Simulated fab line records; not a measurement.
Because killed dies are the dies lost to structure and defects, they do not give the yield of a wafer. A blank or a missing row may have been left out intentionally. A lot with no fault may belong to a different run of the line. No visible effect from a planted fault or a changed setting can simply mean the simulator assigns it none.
Matching of chambers | flow nand-harc | NHARC_A_CHANNEL_FILL_D1_ALD_25 on ald-hk-01: 4 sister chambers
The step deposits SiOx, target thk 60 nm, pulse time 10 s, ald cycles 600. 4 wafers are shown with their chamber, then 7 later ones without.

WAFERS WITH THEIR CHAMBER
wafer  | chamber | heater-power-w (W)
L128.2 | 1       | 515
L131.4 | 0       | 450
L132.4 | 3       | 412
L132.3 | 2       | 444

WAFERS WITH NO CHAMBER GIVEN
wafer  | heater-power-w (W)
L132.5 | 418
L137.3 | 534
L137.4 | 457
L137.6 | 447
L145.2 | 538
L145.1 | 450
L145.5 | 442

CHAMBER TAKEN BY EACH
wafer  | from the rows above     | in truth
L132.5 | can't be placed: 3 or 2 | 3
L137.3 | 1                       | 1
L137.4 | can't be placed: 0 or 2 | 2
L137.6 | can't be placed: 0 or 2 | 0
L145.2 | 1                       | 1
L145.1 | can't be placed: 0 or 2 | 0
L145.5 | can't be placed: 2 or 0 | 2
2 of 7 placed correctly. Unplaceable from these rows: 5, with the true chamber sitting among the candidates in 5. 0 placed wrongly.
How it was worked out, from the rows above alone: a wafer's distance from a chamber is the root of the sum, over the readings, of the square of ((its reading less the chamber's mean) divided by the reading's scatter). If the next closest chamber is less than 2 further off than the closest, the wafer can't be placed; otherwise it belongs to the closest. A chamber's mean is the mean of its shown wafers. The scatter (one wafer shown for each chamber): square how far every hidden wafer sits from the nearest shown wafer, average those squares and take the square root.
